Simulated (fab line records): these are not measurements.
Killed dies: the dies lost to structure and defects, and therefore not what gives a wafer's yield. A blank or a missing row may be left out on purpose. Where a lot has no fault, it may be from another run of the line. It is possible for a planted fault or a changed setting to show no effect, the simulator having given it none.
A lot that was struck, set against a sound lot :: flow nand_harc :: 17 steps out of a route of 1302
Sound: these wafers, L589.3, L589.4, L589.5. Struck: wafer L594.1 (L594.5, L594.6, from the same lot, were not struck and are left out); the cause is given at the end.
For every step that has rows: the tool of each side, followed by ch and its chambers, followed by its first start. Under that, the readings that differ: sound wafers :: struck wafers :: difference of the means :: sigmas: that difference in standard deviations of wafers without a fault.
alike: a reading whose means differ by less than 2 such deviations, as well as words and numbers matching on both sides. not compared: withheld readings; readings where some wafer has no value; bounds like >300 that might hide an equal value; numbers whose values overlap and for which the record gives no deviation.
A row with sigmas, a row that says differs or no value, or rows on one side alone: a step with any of these is where the two part. Non-overlapping numbers with no deviation appear without sigmas and do not part them. A reading that every wafer of one side lacks parts them only if that side has two wafers or more.

NHARC_P_M0_OVL_MEAS_10: pitch 180 nm.
  struck on overlay-01, day 11 04:31; sound on overlay-01, day 8 19:00
reading: overlay_y_nm (nm)
sound: 0.0 0.3 0.0
struck: -3.1
difference: -3.2
sigmas: -3
  alike: overlay_x_nm
NHARC_P_M0_INSPECT_11:
  struck on defect_inspect-01, day 11 04:34; sound on defect_inspect-01, day 8 19:02
  alike: raw_defect_count
NHARC_P_M0_DESCUM_14: chemistry O2, time 3 s.
  sound on rie_diel-04 ch 0,1,2, day 8 19:06; struck on rie_diel-03 ch 3, day 11 04:38
  alike: drypump_motor_current_A, o2_flow_sccm, oes_product_au, rf_vpp_V, showerhead_plenum_p_Torr, throttle_valve_pct
  not compared: rf_hours_counter_h
then, 2 steps without rows for these wafers: NHARC_P_M0_ETCH_34 (etches the open film in N2/H2, target depth 40 nm, overetch 12 nm, time 43.94 s); NHARC_P_M0_ETCH_15 (etches the open film in C4F8/Ar, target depth 150 nm, overetch 15 nm, time 82.5 s).
NHARC_P_M0_CD_MEAS_16:
  struck on cd_sem-03, day 11 04:58; sound on cd_sem-02, day 8 19:24
  alike: cd_nm
NHARC_P_M0_STRIP_18: strips in N2/H2.
  sound on rie_diel-04 ch 0,1, day 8 19:28; struck on rie_diel-03 ch 0, day 11 05:04
reading: showerhead_plenum_p_Torr (Torr)
sound: 1.88 1.97 1.88
struck: 2.13
difference: +0.22
sigmas: +3
  alike: drypump_motor_current_A, oes_product_au, power_w, rf_vpp_V, throttle_valve_pct
  not compared: rf_hours_counter_h
then, 2 steps without rows for these wafers: NHARC_P_M0_STRIP_19 (strips in post etch residue remover, time 600 s); NHARC_P_M0_DEGAS_28 (time 60 s).
NHARC_P_M0_PRE_CLEAN_29: time 30 s.
  sound on pvd_sputter-03; struck on pvd_sputter-01
  alike: heater_power_w
NHARC_P_M0_PVD_20: deposits TaN, target thk 5 nm, time 8.06 s.
  sound on pvd_sputter-03; struck on pvd_sputter-01
  alike: throttle_valve_pct
NHARC_P_M0_PVD_21: deposits Cu, target thk 30 nm, time 20.49 s.
  sound on pvd_sputter-03; struck on pvd_sputter-01
  alike: throttle_valve_pct
NHARC_P_M0_ECD_22: material Cu, target thk 400 nm.
  sound on ecd_cu-02 ch 0,1, day 8 20:29; struck on ecd_cu-01 ch 0,1, day 11 06:02
then, 1 step without rows for these wafers: NHARC_P_M0_ANNEAL_30 (time 90 s).
NHARC_P_M0_CMP_23: polishes, t overpolish 20 s, target thk 117.54 nm.
  sound on cmp-03 ch 2,3, day 8 21:08; struck on cmp-03 ch 3, day 11 06:46
reading: time_to_endpoint_s (s)
sound: 27.0 31.5 25.7
struck: 10.8
difference: -17.3
sigmas: -6
  alike: motor_current_A
NHARC_P_M0_THK_MEAS_24: measures by xrf.
  struck on film_metro-02, day 11 07:01; sound on film_metro-02, day 8 21:25
  alike: thk_nm
-- the record jumps here: 18 days lie between the struck wafers' starts before and after (it left off in module P_M0 and takes up again in module END, whose first step shown is number 1302 of the route) --
NHARC_END_SORT_01:
  sound on prober-02 ch 0, day 27 06:31; struck on prober-01 ch 0, day 29 04:03
reading: killed_at_periphery
sound: 7
struck: 19
difference: +12
sigmas: +5

reading: killed_short
sound: 7
struck: 2
difference: -5
sigmas: -3
  alike: defect_limited_yield, killed_at_array, killed_at_other, killed_dies, killed_open

## WHERE THEY PART
Last at NHARC_END_SORT_01 as far as this record goes, first at NHARC_P_M0_OVL_MEAS_10.

WHY: what had been put in by the simulator
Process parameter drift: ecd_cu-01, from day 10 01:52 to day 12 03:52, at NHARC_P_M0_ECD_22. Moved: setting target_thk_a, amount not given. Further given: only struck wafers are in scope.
